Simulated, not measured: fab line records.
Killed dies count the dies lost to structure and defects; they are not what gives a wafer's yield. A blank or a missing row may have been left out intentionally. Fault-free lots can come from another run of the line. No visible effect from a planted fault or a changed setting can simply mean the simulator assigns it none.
Split-lot trial :: flow n5_finfet :: on a route of 1938 steps: 7 lots, 21 wafers read

## ABOUT THE SPLIT
At N5_PASSIVATION_ETCH_54 (etches SiO2 in CHF3/O2, target depth 880 nm, time 440 s), the setting bias_w was moved away from the recipe's 170 W on 11 of the 21 wafers read, by -17.4% to +13.8%. All remaining wafers had this setting at the recipe value.

The split's own step is where the reading is taken.

## THE READING
rf_vpp_V, in V, at N5_PASSIVATION_ETCH_54 (etches SiO2 in CHF3/O2, target depth 880 nm, time 440 s). Fault-free wafers of this fab line usually give 525 V, standard deviation 6.4 V.

wafer: L076.2
tool, chamber at the split: rie_diel-04, 0
bias_w as run, W: 193.5
against the recipe: +13.8%
rf_vpp_V, V: 590
against lot-mates on the recipe: +75

wafer: L076.4
tool, chamber at the split: rie_diel-04, 3
bias_w as run, W: 193.5
against the recipe: +13.8%
rf_vpp_V, V: 581
against lot-mates on the recipe: +66

wafer: L076.6
tool, chamber at the split: rie_diel-04, 2
bias_w as run, W: 170
against the recipe: recipe
rf_vpp_V, V: 515
against lot-mates on the recipe: -

wafer: L081.2
tool, chamber at the split: rie_diel-04, 2
bias_w as run, W: 170
against the recipe: recipe
rf_vpp_V, V: 514
against lot-mates on the recipe: -

wafer: L081.3
tool, chamber at the split: rie_diel-04, 3
bias_w as run, W: 152.7
against the recipe: -10.2%
rf_vpp_V, V: 481
against lot-mates on the recipe: -33

wafer: L081.5
tool, chamber at the split: rie_diel-04, 2
bias_w as run, W: 152.7
against the recipe: -10.2%
rf_vpp_V, V: 471
against lot-mates on the recipe: -43

wafer: L083.2
tool, chamber at the split: rie_diel-03, 2
bias_w as run, W: 148
against the recipe: -12.9%
rf_vpp_V, V: 478
against lot-mates on the recipe: -52

wafer: L083.5
tool, chamber at the split: rie_diel-03, 2
bias_w as run, W: 170
against the recipe: recipe
rf_vpp_V, V: 533
against lot-mates on the recipe: -

wafer: L083.6
tool, chamber at the split: rie_diel-03, 1
bias_w as run, W: 170
against the recipe: recipe
rf_vpp_V, V: 526
against lot-mates on the recipe: -

wafer: L084.1
tool, chamber at the split: rie_diel-05, 3
bias_w as run, W: 170
against the recipe: recipe
rf_vpp_V, V: 533
against lot-mates on the recipe: -

wafer: L084.2
tool, chamber at the split: rie_diel-05, 1
bias_w as run, W: 179.9
against the recipe: +5.8%
rf_vpp_V, V: 552
against lot-mates on the recipe: +19

wafer: L084.5
tool, chamber at the split: rie_diel-05, 1
bias_w as run, W: 179.9
against the recipe: +5.8%
rf_vpp_V, V: 553
against lot-mates on the recipe: +20

wafer: L087.1
tool, chamber at the split: rie_diel-05, 3
bias_w as run, W: 170
against the recipe: recipe
rf_vpp_V, V: 532
against lot-mates on the recipe: -

wafer: L087.4
tool, chamber at the split: rie_diel-05, 0
bias_w as run, W: 188.6
against the recipe: +10.9%
rf_vpp_V, V: 572
against lot-mates on the recipe: +40

wafer: L087.6
tool, chamber at the split: rie_diel-05, 3
bias_w as run, W: 188.6
against the recipe: +10.9%
rf_vpp_V, V: 579
against lot-mates on the recipe: +47

wafer: L097.2
tool, chamber at the split: rie_diel-04, 1
bias_w as run, W: 170
against the recipe: recipe
rf_vpp_V, V: 521
against lot-mates on the recipe: -

wafer: L097.4
tool, chamber at the split: rie_diel-04, 0
bias_w as run, W: 140.5
against the recipe: -17.4%
rf_vpp_V, V: 455
against lot-mates on the recipe: -66

wafer: L097.6
tool, chamber at the split: rie_diel-04, 1
bias_w as run, W: 140.5
against the recipe: -17.4%
rf_vpp_V, V: 448
against lot-mates on the recipe: -73

wafer: L096.1
tool, chamber at the split: rie_diel-05, 2
bias_w as run, W: 170
against the recipe: recipe
rf_vpp_V, V: 513
against lot-mates on the recipe: -

wafer: L096.5
tool, chamber at the split: rie_diel-05, 0
bias_w as run, W: 170
against the recipe: recipe
rf_vpp_V, V: 527
against lot-mates on the recipe: -

wafer: L096.6
tool, chamber at the split: rie_diel-05, 1
bias_w as run, W: 170
against the recipe: recipe
rf_vpp_V, V: 528
against lot-mates on the recipe: -

THE FIT
A straight line over all 21 wafers: rf_vpp_V changes by +4.35 V for each +1% of bias_w; r = +0.99; the points scatter about the line by 6.8 V.
The same after taking each lot's own level away (the mean of its wafers on the recipe; 21 wafers): +4.19 V for each +1%; r = +0.99; scatter 6.1 V.
The reading moves by 73 V for the largest change in bias_w, on that fit.
The lots' own levels span 514.0 to 533.0 V, that is 3.0 times the standard deviation above.
Consequently the slope shifts little with the lot-to-lot level, the two slopes agreeing.
Check: with one of the wafers moved furthest among these (-17.4%) left out of the fit, the line predicts -72.9 V for it against its lot-mates. It came out at -66 V against them.
Tool readings at the split's step, against how far the setting was moved: rf_vpp_V r = +0.99.

## THE WHOLE CHAIN: every reading that the file lists as answering this split, in the file's order
step: N5_PASSIVATION_ETCH_54
what it does: etches SiO2 in CHF3/O2, target depth 880 nm, time 440 s
reading: rf_vpp_V
change (the file's fit): +4.17 V for each +1% of the setting
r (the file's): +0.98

step: N5_PASSIVATION_ETCH_54
what it does: etches SiO2 in CHF3/O2, target depth 880 nm, time 440 s
reading: etch.depth_nm (the simulator's own value, which no gauge read)
change (the file's fit): +2.72 nm for each +1% of the setting
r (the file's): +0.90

step: N5_PASSIVATION_ETCH_54
what it does: etches SiO2 in CHF3/O2, target depth 880 nm, time 440 s
reading: PASSIVATION.feature_depth_nm (the simulator's own value, which no gauge read)
change (the file's fit): +2.73 nm for each +1% of the setting
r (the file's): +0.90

step: N5_PASSIVATION_PROBE_49
what it does: 
reading: sort_bin_8_speed
change (the file's fit): not straight: 0 at the lowest setting, 0 at the recipe, 0 at the highest
r (the file's): not given

## THE FILE'S OWN FIT
rf_vpp_V changes by +4.17 V for each +1% of bias_w, r = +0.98.
